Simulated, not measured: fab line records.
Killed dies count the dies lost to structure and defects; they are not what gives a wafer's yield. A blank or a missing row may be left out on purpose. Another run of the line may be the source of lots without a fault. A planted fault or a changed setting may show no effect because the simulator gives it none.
fab line records | flow n5Finfet
[record] lots = 9 | wafers = 27 | lastDay = 19
route steps=1938 shown HKMG_FIN@386 BEOL_M4@1111 PASSIVATION@1936
lots untouched by any fault: they come from a run of this same line in which no faults occurred
startH: start of the lot's first displayed wafer, in hours after the record's first day | waitH: how many hours have passed since the lot's step before this one | " same as the row above | L1.1+2: one row covering several wafers at once | - either no value or no given start | * or withheld: withheld | < > ~ a bound
route shown NAME@n: a module of which the file shows steps, and the number in the route of the first | usual: mean/standard deviation of fault-free wafers | same: alike in all rows | chamber/n: place in a boat | sites: the reading at each site | _std_site: their standard deviation | _edge_site: the outer-site mean with the inner-site mean subtracted | radiusMm: for every site, how far away it sits from the centre of the wafer | mask NAME#n: copy n | behind: the last tool/chamber to shape the wafer | hold: the reason the lot was held/the length of the hold in hours/how it ended | device: names the non-switching transistor (n, p or np) | end of line: the tests these same wafers got at the end of their route | where a step has no rows: the recipe by itself | killed: count of dies lost to structure and defects at first sort (not the wafer's yield) | map: a wafer's dies, marking killed ones x, the rest . and places with no die _
set.NAME: the setting that was run; set.NAME@STEP: the one run at that earlier step | model.NAME: the simulator's own value behind a step, which no gauge read
a sample of lots followed through the steps of the route, with each step as a table and each wafer as a row
services: the hour from which a tool's chamber was out of use, counted from the record's first day as startH (under 0 if before that day), plus the number of hours and why
[[steps]]
[step N5_HKMG_FIN_HK_ALD_01]
[recipe] material = HfO2 | targetThkA = 16 | tempC = withheld | aldPrecursorFamily = HfCl4 | aldCoReactant = H2O | pulseTimeS = 3 | purgeTimeS = 3 | coReactantPurgeTimeS = 2.5 | coReactantPulseTimeS = 0.3 | aldCycles = 30
[usual] aldCycles = 30/0 | precursorPulseHeightRel = 1.004/0.018
lot.wafer | tool     | chamber | startH | waitH | aldCycles | precursorPulseHeightRel | sinceWetCleanH
L252.1    | aldHk-01 | 0       | 83.88  | 0.0   | 30        | 1.013                   | 54
L252.4    | "        | 2       | "      | "     | 30        | 0.950                   | 54
L252.5    | "        | 2       | "      | "     | 30        | 1.011                   | -
L261.2    | aldHk-02 | 0       | 144.21 | 0.0   | 30        | 1.038                   | 1920
L261.3    | "        | 1       | "      | "     | 30        | 0.996                   | 1920
L261.4    | "        | 2       | "      | "     | 30        | 1.006                   | 1920
L263.1    | aldHk-01 | 3       | 151.70 | 0.0   | 30        | 1.000                   | 122
L263.2    | "        | 1       | "      | "     | 30        | 1.044                   | 122
L263.5    | "        | 2       | "      | "     | 30        | 0.969                   | -
L265.2    | aldHk-02 | 0       | 163.82 | 0.0   | 30        | 1.024                   | 1940
L265.3    | "        | 1       | "      | "     | 30        | 0.993                   | 1940
L265.6    | "        | 3       | "      | "     | 30        | 0.990                   | -
L267.1    | aldHk-01 | 0       | 173.24 | 0.0   | 30        | 1.000                   | 143
L267.2    | "        | 2       | "      | "     | 30        | 1.008                   | 143
L267.6    | "        | 2       | "      | "     | 30        | 1.004                   | -
L270.1    | aldHk-03 | 0       | 194.90 | 0.0   | 30        | 1.006                   | 1075
L270.2    | "        | 2       | "      | "     | 30        | 0.996                   | 1075
L270.5    | "        | 3       | "      | "     | 30        | 1.014                   | -
L271.2    | aldHk-02 | 1       | 197.63 | 0.0   | 30        | 0.984                   | 1974
L271.5    | "        | 0       | "      | "     | 30        | 1.008                   | -
L271.6    | "        | 1       | "      | "     | 30        | 0.988                   | -
L272.2    | aldHk-02 | 0       | 210.56 | 0.0   | 30        | 0.998                   | 1987
L272.4    | "        | 2       | "      | "     | 30        | 1.025                   | 1987
L272.5    | "        | 1       | "      | "     | 30        | 1.007                   | -
L273.2    | aldHk-03 | 0       | 210.96 | 0.0   | 30        | 1.012                   | 1091
L273.3    | "        | 1       | "      | "     | 30        | 1.021                   | 1091
L273.6    | "        | 2       | "      | "     | 30        | 1.026                   | -
[step N5_HKMG_FIN_HK_ANNEAL_02]
[recipe] tempC = 700 | timeS = 30 | ambient = N2 | idleTempC = 600 | rampUpCPerS = 150 | rampDownCPerS = 60 | coolToC = 600
[usual] lampPowerPct = 8.81/0.056 | lamp_zone_6_pct = 8.725/0.012 | wafer_temp_C_max = 703.0/0.65
lot.wafer | tool         | chamber | startH | waitH | lampPowerPct | lamp_zone_6_pct | wafer_temp_C_max
L252.1    | rtpAnneal-01 | 0       | 84.07  | 0.1   | 8.83         | 8.705           | 702.5
L252.4    | "            | 0       | "      | "     | 8.79         | 8.701           | 703.5
L252.5    | "            | 0       | "      | "     | 8.64         | 8.719           | 702.8
L261.2    | rtpAnneal-02 | 0       | 144.47 | 0.2   | 8.87         | 8.721           | 702.4
L261.3    | "            | 0       | "      | "     | 8.74         | 8.719           | 703.1
L261.4    | "            | 0       | "      | "     | 8.89         | 8.729           | 704.2
L263.1    | rtpAnneal-02 | 0       | 152.09 | 0.3   | 8.83         | 8.736           | 702.9
L263.2    | "            | 0       | "      | "     | 8.79         | 8.711           | 702.9
L263.5    | "            | 0       | "      | "     | 8.85         | 8.735           | 702.2
L265.2    | rtpAnneal-02 | 0       | 164.21 | 0.3   | 8.76         | 8.738           | 703.3
L265.3    | "            | 0       | "      | "     | 8.78         | 8.724           | 703.0
L265.6    | "            | 0       | "      | "     | 8.75         | 8.743           | 703.1
L267.1    | rtpAnneal-02 | 0       | 173.46 | 0.1   | 8.76         | 8.726           | 701.5
L267.2    | "            | 0       | "      | "     | 8.79         | 8.743           | 703.8
L267.6    | "            | 0       | "      | "     | 8.84         | 8.720           | 703.1
L270.1    | rtpAnneal-01 | 0       | 195.08 | 0.1   | 8.81         | 8.721           | 703.8
L270.2    | "            | 0       | "      | "     | 8.72         | 8.706           | 702.7
L270.5    | "            | 0       | "      | "     | 8.66         | 8.718           | 702.8
L271.2    | rtpAnneal-02 | 0       | 197.88 | 0.2   | 8.88         | 8.736           | 702.1
L271.5    | "            | 0       | "      | "     | 8.89         | 8.716           | 704.3
L271.6    | "            | 0       | "      | "     | 8.79         | 8.736           | 702.0
L272.2    | rtpAnneal-02 | 0       | 210.81 | 0.2   | 8.76         | 8.739           | 702.8
L272.4    | "            | 0       | "      | "     | 8.81         | 8.724           | 702.8
L272.5    | "            | 0       | "      | "     | 8.82         | 8.717           | 703.5
L273.2    | rtpAnneal-01 | 0       | 211.63 | 0.6   | 8.80         | 8.724           | 702.5
L273.3    | "            | 0       | "      | "     | 8.79         | 8.718           | 703.6
L273.6    | "            | 0       | "      | "     | 8.73         | 8.740           | 702.7
[step N5_HKMG_FIN_ALD_36]
[recipe] material = TiN | targetThkA = 10 | tempC = 400 | aldPrecursorFamily = TiCl4 | aldCoReactant = NH3 | pulseTimeS = 1 | purgeTimeS = 3 | coReactantPurgeTimeS = 2 | coReactantPulseTimeS = 2 | aldCycles = 47 | pressureTorr = 3
[usual] aldCycles = 47/0 | chamberPressureTorr = 3.000/0.006 | heaterPowerW = 848/93 | precursorPulseHeightRel = 1.000/0.021
lot.wafer | tool        | chamber | startH | waitH | aldCycles | chamberPressureTorr | heaterPowerW | precursorPulseHeightRel | sinceWetCleanH
L252.1    | aldMetal-03 | 2       | 87.92  | 0.0   | 47        | 2.997               | 994          | 1.002                   | 2828
L252.4    | "           | 1       | "      | "     | 47        | 2.998               | 837          | 0.959                   | 2828
L252.5    | "           | 3       | "      | "     | 47        | 3.004               | 880          | 0.989                   | -
L261.2    | aldMetal-02 | 0       | 148.03 | 0.0   | 47        | 2.988               | 993          | 1.002                   | 5965
L261.3    | "           | 2       | "      | "     | 47        | 3.003               | 721          | 1.008                   | 5965
L261.4    | "           | 3       | "      | "     | 47        | 2.996               | 765          | 1.002                   | 5965
L263.1    | aldMetal-03 | 1       | 155.17 | 0.0   | 47        | 2.998               | 841          | 0.981                   | 2895
L263.2    | "           | 0       | "      | "     | 47        | 2.989               | 901          | 0.961                   | 2895
L263.5    | "           | 0       | "      | "     | 47        | 3.004               | 948          | 1.014                   | -
L265.2    | aldMetal-02 | 2       | 167.28 | 0.0   | 47        | 3.004               | 689          | 1.008                   | 5984
L265.3    | "           | 1       | "      | "     | 47        | 3.002               | 764          | 1.017                   | 5984
L265.6    | "           | 3       | "      | "     | 47        | 3.004               | 788          | 0.995                   | -
L267.1    | aldMetal-03 | 0       | 176.43 | 0.0   | 47        | 3.008               | 934          | 0.999                   | 2916
L267.2    | "           | 2       | "      | "     | 47        | 3.001               | 987          | 0.990                   | 2916
L267.6    | "           | 0       | "      | "     | 47        | 3.004               | 931          | 1.014                   | -
L270.1    | aldMetal-01 | 3       | 198.05 | 0.0   | 47        | 2.991               | 844          | 1.002                   | 1399
L270.2    | "           | 2       | "      | "     | 47        | 3.003               | 712          | 0.987                   | 1399
L270.5    | "           | 0       | "      | "     | 47        | 2.999               | 875          | 0.998                   | -
L271.2    | aldMetal-03 | 3       | 201.49 | 0.0   | 47        | 3.014               | 900          | 0.993                   | 2941
L271.5    | "           | 0       | "      | "     | 47        | 3.003               | 921          | 1.029                   | -
L271.6    | "           | 1       | "      | "     | 47        | 3.004               | 826          | 0.983                   | -
L272.2    | aldMetal-02 | 3       | 213.81 | 0.0   | 47        | 3.013               | 781          | 0.978                   | 6031
L272.4    | "           | 1       | "      | "     | 47        | 2.997               | 770          | 1.008                   | 6031
L272.5    | "           | 3       | "      | "     | 47        | 3.000               | 773          | 0.988                   | -
L273.2    | aldMetal-01 | 3       | 214.65 | 0.0   | 47        | 2.993               | 835          | 0.964                   | 1416
L273.3    | "           | 1       | "      | "     | 47        | 2.997               | 810          | 1.007                   | 1416
L273.6    | "           | 2       | "      | "     | 47        | 3.017               | 723          | 1.038                   | -
[step N5_HKMG_FIN_PWFM_ALD_03]
[recipe] material = TiN | targetThkA = 20 | tempC = 400 | aldPrecursorFamily = TiCl4 | aldCoReactant = NH3 | pulseTimeS = 1 | purgeTimeS = 3 | coReactantPurgeTimeS = 2 | coReactantPulseTimeS = 2 | aldCycles = 91 | pressureTorr = 3
[usual] aldCycles = 91/0 | chamberPressureTorr = 3.000/0.0058 | heaterPowerW = 848/88 | precursorPulseHeightRel = 0.997/0.021
lot.wafer | tool        | chamber | startH | waitH | aldCycles | chamberPressureTorr | heaterPowerW | precursorPulseHeightRel | sinceWetCleanH
L252.1    | aldMetal-02 | 0       | 88.24  | 0.0   | 91        | 2.997               | 983          | 0.986                   | 5905
L252.4    | "           | 3       | "      | "     | 91        | 3.001               | 760          | 0.988                   | 5905
L252.5    | "           | 3       | "      | "     | 91        | 2.997               | 793          | 1.006                   | -
L261.2    | aldMetal-02 | 2       | 148.35 | 0.0   | 91        | 3.000               | 723          | 1.019                   | 5965
L261.3    | "           | 1       | "      | "     | 68        | 2.995               | 747          | 0.990                   | 5965
L261.4    | "           | 0       | "      | "     | 91        | 2.989               | 983          | 0.980                   | 5965
L263.1    | aldMetal-02 | 3       | 155.49 | 0.0   | 68        | 3.004               | 785          | 1.012                   | 5972
L263.2    | "           | 1       | "      | "     | 91        | 3.001               | 752          | 1.018                   | 5972
L263.5    | "           | 2       | "      | "     | 68        | 3.002               | 698          | 0.961                   | -
L265.2    | aldMetal-01 | 2       | 167.60 | 0.0   | 91        | 2.998               | 692          | 0.995                   | 1369
L265.3    | "           | 1       | "      | "     | 91        | 3.005               | 813          | 1.032                   | 1369
L265.6    | "           | 2       | "      | "     | 91        | 3.010               | 713          | 1.031                   | -
L267.1    | aldMetal-01 | 0       | 176.75 | 0.0   | 91        | 3.006               | 895          | 0.989                   | 1378
L267.2    | "           | 1       | "      | "     | 91        | 2.999               | 815          | 0.990                   | 1378
L267.6    | "           | 1       | "      | "     | 91        | 2.998               | 825          | 0.984                   | -
L270.1    | aldMetal-03 | 2       | 198.37 | 0.0   | 91        | 2.987               | 974          | 0.973                   | 2938
L270.2    | "           | 1       | "      | "     | 91        | 3.000               | 831          | 1.008                   | 2938
L270.5    | "           | 3       | "      | "     | 91        | 3.006               | 916          | 0.973                   | -
L271.2    | aldMetal-03 | 1       | 201.81 | 0.0   | 91        | 3.002               | 839          | 0.978                   | 2942
L271.5    | "           | 1       | "      | "     | 91        | 2.999               | 825          | 1.003                   | -
L271.6    | "           | 2       | "      | "     | 91        | 3.008               | 961          | 0.984                   | -
L272.2    | aldMetal-01 | 1       | 214.14 | 0.0   | 91        | 2.992               | 817          | 1.007                   | 1415
L272.4    | "           | 3       | "      | "     | 91        | 3.002               | 847          | 1.028                   | 1415
L272.5    | "           | 1       | "      | "     | 91        | 2.995               | 832          | 1.025                   | -
L273.2    | aldMetal-02 | 3       | 214.97 | 0.0   | 91        | 2.997               | 747          | 0.975                   | 6032
L273.3    | "           | 0       | "      | "     | 91        | 2.997               | 985          | 0.972                   | 6032
L273.6    | "           | 2       | "      | "     | 91        | 2.982               | 716          | 0.987                   | -
[step N5_BEOL_M4_RC_MEAS_101]
[usual] DIBL_N = 35.8/1.7 | DIBL_P = 35.3/2 | IOFF_N = 0.150/0.026 | IOFF_P = 0.194/0.029 | IOFF_P_85C = 3.4/0.42 | IOFF_P_LIN = 0.093/0.011 | IOFF_P_LONG = 0.000102/8.2e-06 | ION_N = 667/11 | ION_P = 456/7.1 | SS_N = 71.4/0.65 | SS_P = 73.1/0.64 | VT_N = 251/3 | VT_P = -252/3.2 | VT_P_LONG = -276.3/2.6 | VT_P_LVT = -99.8/2.3
lot.wafer | tool      | chamber | startH | waitH | DIBL_N[mV/V] | DIBL_P[mV/V] | IOFF_N[nA/um] | IOFF_P[nA/um] | IOFF_P_85C[nA/um] | IOFF_P_LIN[nA/um] | IOFF_P_LONG[nA/um] | ION_N[uA/um] | ION_P[uA/um] | SS_N[mV/dec] | SS_P[mV/dec] | VT_N[mV] | VT_P[mV] | VT_P_LONG[mV] | VT_P_LVT[mV]
L252.1    | prober-02 | 0       | 223.98 | 0.0   | 36.1         | 36.4         | 0.148         | 0.197         | 3.4               | 0.094             | 9.4e-05            | 663          | 452          | 71.0         | 73.3         | 252      | -252     | -277.9        | -100.0
L252.4    | "         | 0       | "      | "     | 36.0         | 36.0         | 0.150         | 0.196         | 3.4               | 0.094             | 9.5e-05            | 671          | 462          | 71.1         | 73.4         | 253      | -255     | -279.5        | -99.3
L252.5    | "         | 0       | "      | "     | 37.7         | 37.8         | 0.173         | 0.228         | 3.8               | 0.104             | 9.3e-05            | 666          | 457          | 72.4         | 74.0         | 247      | -250     | -279.4        | -98.6
L261.2    | prober-02 | 0       | 286.73 | 0.2   | 37.4         | 38.0         | 0.163         | 0.246         | 4.0               | 0.112             | 0.000118           | 681          | 466          | 70.8         | 73.6         | 250      | -247     | -274.5        | -96.8
L261.3    | "         | 0       | "      | "     | 32.9         | 32.1         | 0.104         | 0.077         | 1.5               | 0.040             | 7.2e-05            | 668          | 429          | 70.4         | 72.0         | 254      | -273     | -292.3        | -122.0
L261.4    | "         | 0       | "      | "     | 36.3         | 35.2         | 0.139         | 0.201         | 3.4               | 0.097             | 0.000112           | 664          | 467          | 70.6         | 72.2         | 253      | -251     | -274.5        | -100.5
L263.1    | prober-01 | 0       | 286.95 | 0.0   | 35.4         | 34.1         | 0.146         | 0.084         | 1.7               | 0.042             | 6.8e-05            | 670          | 422          | 71.3         | 72.7         | 250      | -273     | -296.4        | -121.5
L263.2    | "         | 0       | "      | "     | 36.5         | 35.8         | 0.153         | 0.193         | 3.4               | 0.091             | 0.0001             | 656          | 447          | 72.2         | 72.5         | 251      | -252     | -276.8        | -100.0
L263.5    | "         | 0       | "      | "     | 36.5         | 34.9         | 0.155         | 0.088         | 1.7               | 0.042             | 6.7e-05            | 661          | 421          | 71.7         | 73.5         | 251      | -273     | -296.4        | -121.1
L265.2    | prober-02 | 0       | 313.86 | 0.2   | 36.2         | 37.5         | 0.165         | 0.234         | 3.9               | 0.110             | 0.000107           | 667          | 458          | 71.4         | 74.2         | 244      | -247     | -275.6        | -97.3
L265.3    | "         | 0       | "      | "     | 37.0         | 36.5         | 0.162         | 0.206         | 3.6               | 0.100             | 0.000112           | 678          | 464          | 71.6         | 73.9         | 249      | -249     | -272.8        | -99.8
L265.6    | "         | 0       | "      | "     | 35.2         | 35.8         | 0.137         | 0.201         | 3.5               | 0.099             | 0.000108           | 659          | 459          | 71.2         | 73.3         | 250      | -250     | -273.1        | -100.9
L267.1    | prober-01 | 0       | 327.92 | 0.2   | 38.3         | 35.3         | 0.174         | 0.187         | 3.3               | 0.093             | 0.0001             | 662          | 449          | 72.7         | 73.4         | 247      | -253     | -274.4        | -99.0
L267.2    | "         | 0       | "      | "     | 34.6         | 32.8         | 0.125         | 0.152         | 2.8               | 0.079             | 0.000103           | 664          | 457          | 70.5         | 71.7         | 250      | -254     | -275.7        | -101.5
L267.6    | "         | 0       | "      | "     | 37.8         | 36.3         | 0.165         | 0.194         | 3.5               | 0.095             | 0.000102           | 672          | 459          | 71.2         | 72.6         | 249      | -252     | -275.9        | -98.3
L270.1    | prober-01 | 0       | 338.72 | 0.0   | 33.6         | 33.6         | 0.139         | 0.173         | 3.1               | 0.086             | 9e-05              | 664          | 454          | 70.7         | 72.6         | 250      | -253     | -279.8        | -101.2
L270.2    | "         | 0       | "      | "     | 33.7         | 32.3         | 0.123         | 0.147         | 2.7               | 0.077             | 9.6e-05            | 652          | 452          | 70.9         | 71.9         | 254      | -257     | -280.9        | -104.0
L270.5    | "         | 0       | "      | "     | 33.3         | 32.0         | 0.122         | 0.149         | 2.8               | 0.077             | 9.4e-05            | 652          | 445          | 70.9         | 72.5         | 251      | -256     | -279.6        | -104.1
L271.2    | prober-01 | 0       | 344.32 | 0.2   | 34.3         | 34.8         | 0.117         | 0.170         | 3.0               | 0.082             | 0.000102           | 668          | 463          | 70.9         | 73.4         | 255      | -253     | -276.7        | -102.3
L271.5    | "         | 0       | "      | "     | 36.6         | 37.6         | 0.153         | 0.217         | 3.7               | 0.097             | 0.000103           | 666          | 458          | 71.9         | 73.2         | 253      | -251     | -277.8        | -99.5
L271.6    | "         | 0       | "      | "     | 34.5         | 35.9         | 0.129         | 0.184         | 3.2               | 0.087             | 9.7e-05            | 674          | 463          | 71.3         | 73.1         | 252      | -253     | -278.7        | -102.5
L272.2    | prober-02 | 0       | 347.74 | 0.2   | 37.6         | 35.2         | 0.177         | 0.217         | 3.7               | 0.103             | 0.000104           | 680          | 463          | 71.3         | 73.9         | 248      | -248     | -274.0        | -99.7
L272.4    | "         | 0       | "      | "     | 36.5         | 35.3         | 0.159         | 0.212         | 3.7               | 0.102             | 0.000103           | 669          | 461          | 70.4         | 72.7         | 250      | -250     | -275.3        | -100.5
L272.5    | "         | 0       | "      | "     | 36.8         | 36.0         | 0.167         | 0.225         | 3.9               | 0.106             | 0.0001             | 679          | 464          | 71.2         | 73.7         | 250      | -252     | -275.3        | -100.3
L273.2    | prober-02 | 0       | 349.58 | 0.2   | 36.4         | 37.8         | 0.167         | 0.192         | 3.4               | 0.089             | 8.7e-05            | 676          | 457          | 71.4         | 73.8         | 247      | -252     | -281.2        | -99.0
L273.3    | "         | 0       | "      | "     | 32.1         | 30.6         | 0.103         | 0.114         | 2.2               | 0.061             | 8.8e-05            | 649          | 443          | 70.6         | 71.6         | 255      | -260     | -279.7        | -105.5
L273.6    | "         | 0       | "      | "     | 38.1         | 38.0         | 0.195         | 0.186         | 3.4               | 0.086             | 8.6e-05            | 674          | 452          | 72.7         | 73.5         | 247      | -255     | -278.9        | -100.1
[step N5_PASSIVATION_PROBE_49]
[usual] defectLimitedYield = 91.5/1.4 | killed_at_M0_to_M3 = 34/11 | killed_at_M4_up = 15/6 | killedAtContacts = 11/5.9 | killedAtFrontEnd = 37/11 | killedAtOther = 3.6/2.9 | killedDies = 101/17 | killedOpen = 66/12 | killedShort = 33/7.8 | sort_bin_5_function = 5.0/0.97 | sort_bin_6_memory = 3.2/0.65 | sort_bin_8_speed = 0.02/0.2 | sortNPass = 1079/17 | sortYieldPct = 91.4/1.4
[same] grossDies = 1180 | killedAtBackSide = 0 | sort_bin_4_leakage[%] = 0
lot.wafer | tool      | chamber | startH | waitH | defectLimitedYield[%] | killed_at_M0_to_M3 | killed_at_M4_up | killedAtContacts | killedAtFrontEnd | killedAtOther | killedDies | killedOpen | killedShort | sort_bin_5_function[%] | sort_bin_6_memory[%] | sort_bin_8_speed[%] | sortNPass | sortYieldPct[%]
L263.1    | prober-01 | -       | 392.37 | 0.0   | 91.4                  | 44                 | 13              | 8                | 36               | 0             | 101        | 63         | 37          | 5.3                    | 3.0                  | 71.78               | 232       | 19.7
L263.2    | prober-01 | -       | 392.42 | 0.1   | 92.6                  | 17                 | 16              | 9                | 40               | 5             | 87         | 55         | 32          | 4.5                    | 2.7                  | 0                   | 1093      | 92.6
L263.5    | prober-01 | -       | 392.57 | 0.2   | 91.3                  | 43                 | 18              | 7                | 31               | 4             | 103        | 69         | 32          | 5.3                    | 2.9                  | 79.83               | 135       | 11.4
L261.2    | prober-02 | -       | 401.85 | 0.1   | 91.3                  | 43                 | 15              | 12               | 32               | 1             | 103        | 69         | 32          | 4.3                    | 4.2                  | 0                   | 1077      | 91.3
L261.3    | prober-02 | -       | 401.90 | 0.1   | 93.9                  | 17                 | 12              | 6                | 37               | 0             | 72         | 48         | 24          | 4.2                    | 1.5                  | 33.22               | 716       | 60.7
L261.4    | prober-02 | -       | 401.95 | 0.2   | 94.2                  | 19                 | 14              | 5                | 25               | 5             | 68         | 42         | 25          | 3.8                    | 1.6                  | 0                   | 1112      | 94.2
// killed by level:class
L263.1 BEOL_M0_SAQP:geometricParticle:short=19 STI_FIN_REVEAL:geometricParticle:open=10 BEOL_M0_SAQP:geometricParticle:open=9 BEOL_M1:geometricParticle:open=7 BEOL_M4:geometricParticle:open=7 DUMMY_GATE:geometricParticle:open=6 FIN_SAQP:geometricParticle:open=5 BEOL_M3:geometricParticle:open=5
L263.2 STI_FIN_REVEAL:geometricParticle:open=8 BEOL_M4:geometricParticle:open=8 GATE_CUT:geometricParticle:short=7 MOL_CONTACT_COAG:geometricParticle:open=7 FIN_SAQP:geometricParticle:open=6 DUMMY_GATE:geometricParticle:open=4 GATE_CUT:geometricParticle:open=4 BEOL_M3:geometricParticle:open=4
L263.5 BEOL_M4:geometricParticle:open=13 BEOL_M0_SAQP:geometricParticle:short=10 BEOL_M3:geometricParticle:open=10 BEOL_M2:geometricParticle:open=9 STI_FIN_REVEAL:geometricParticle:open=8 MOL_CONTACT_COAG:geometricParticle:open=6 BEOL_M0_SAQP:geometricParticle:open=6 FIN_SAQP:geometricParticle:open=5
L261.2 MOL_CONTACT_COAG:geometricParticle:open=12 BEOL_M2:geometricParticle:open=9 BEOL_M0_SAQP:geometricParticle:short=8 GATE_CUT:geometricParticle:open=6 BEOL_M3:geometricParticle:open=6 FIN_SAQP:geometricParticle:open=5 BEOL_M2:geometricParticle:short=5 BEOL_M0:geometricParticle:open=5
L261.3 STI_FIN_REVEAL:geometricParticle:open=7 BEOL_M4:geometricParticle:open=7 BEOL_M3:geometricParticle:open=7 GATE_CUT:geometricParticle:short=5 GATE_CUT:geometricParticle:open=5 ILD0:geometricParticle:open=4 MOL_CONTACT_COAG:geometricParticle:open=4 BEOL_M7:geometricParticle:open=4
L261.4 BEOL_M4:geometricParticle:open=6 GATE_CUT:geometricParticle:open=5 BEOL_M0_SAQP:geometricParticle:short=5 MOL_CONTACT_COAG:geometricParticle:open=4 BEOL_M3:geometricParticle:open=4 FIN_SAQP:geometricParticle:short=3 STI_FIN_REVEAL:geometricParticle:open=3 BEOL_M2:geometricParticle:short=3
[[services]]
tool         | chamber | startH | hours | kind
aldHk-01     | -       | 61.57  | 4.3   | pm
rtpAnneal-01 | -       | 86.69  | 93.9  | pm
aldMetal-03  | 3       | 94.58  | -     | calibration
aldHk-02     | -       | 140.78 | 2.8   | pm
aldHk-01     | -       | 143.93 | 1.6   | repair
rtpAnneal-02 | -       | 180.63 | 2.9   | pm
[[key]]
[firstSign] step = N5_HKMG_FIN_PWFM_ALD_03 | reading = aldCycles | direction = down | sigmas = 99+ | usual = * | struck = *
[effect] step = N5_BEOL_M4_RC_MEAS_101 | reading = VT_P_LVT | direction = down | sigmas = 9.3 | usual = -99.8 | struck = -121.5
[effect] step = N5_BEOL_M4_RC_MEAS_101 | reading = VT_P_LONG | direction = down | sigmas = 7.3 | usual = -276.3 | struck = -295.0
[effect] step = N5_BEOL_M4_RC_MEAS_101 | reading = VT_P | direction = down | sigmas = 6.6 | usual = -252 | struck = -273
[effect] step = N5_BEOL_M4_RC_MEAS_101 | reading = IOFF_P_LIN | direction = down | sigmas = 4.6 | usual = 0.093 | struck = 0.041
[effect] step = N5_BEOL_M4_RC_MEAS_101 | reading = ION_P | direction = down | sigmas = 4.5 | usual = 456 | struck = 424
[effect] step = N5_BEOL_M4_RC_MEAS_101 | reading = IOFF_P_85C | direction = down | sigmas = 4.1 | usual = 3.4 | struck = 1.7
[effect] step = N5_BEOL_M4_RC_MEAS_101 | reading = IOFF_P_LONG | direction = down | sigmas = 3.9 | usual = 0.000102 | struck = 6.9e-05
[effect] step = N5_BEOL_M4_RC_MEAS_101 | reading = IOFF_P | direction = down | sigmas = 3.8 | usual = 0.194 | struck = 0.083
[effect] step = N5_PASSIVATION_PROBE_49 | reading = sort_bin_8_speed | direction = up | sigmas = 99+ | usual = 0.02 | struck = 61.61
metAt N5_HKMG_FIN_PWFM_ALD_03
struckLots L261,L263
struckWafers L261.3,L263.1,L263.5
notActingAt N5_HKMG_FIN_HK_ALD_01,N5_HKMG_FIN_HK_ANNEAL_02,N5_HKMG_FIN_ALD_36
onsetBetween 88.24 148.35
[fault] kind = processParameterDrift | tool = aldMetal-02 | chamber = - | onsetH = 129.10 | steps = N5_HKMG_FIN_PWFM_ALD_03 | channel = aldCycles | offset = * | shape = step | endH = 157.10 | scope = struckWafersOnly | actsIn = * | stated = *
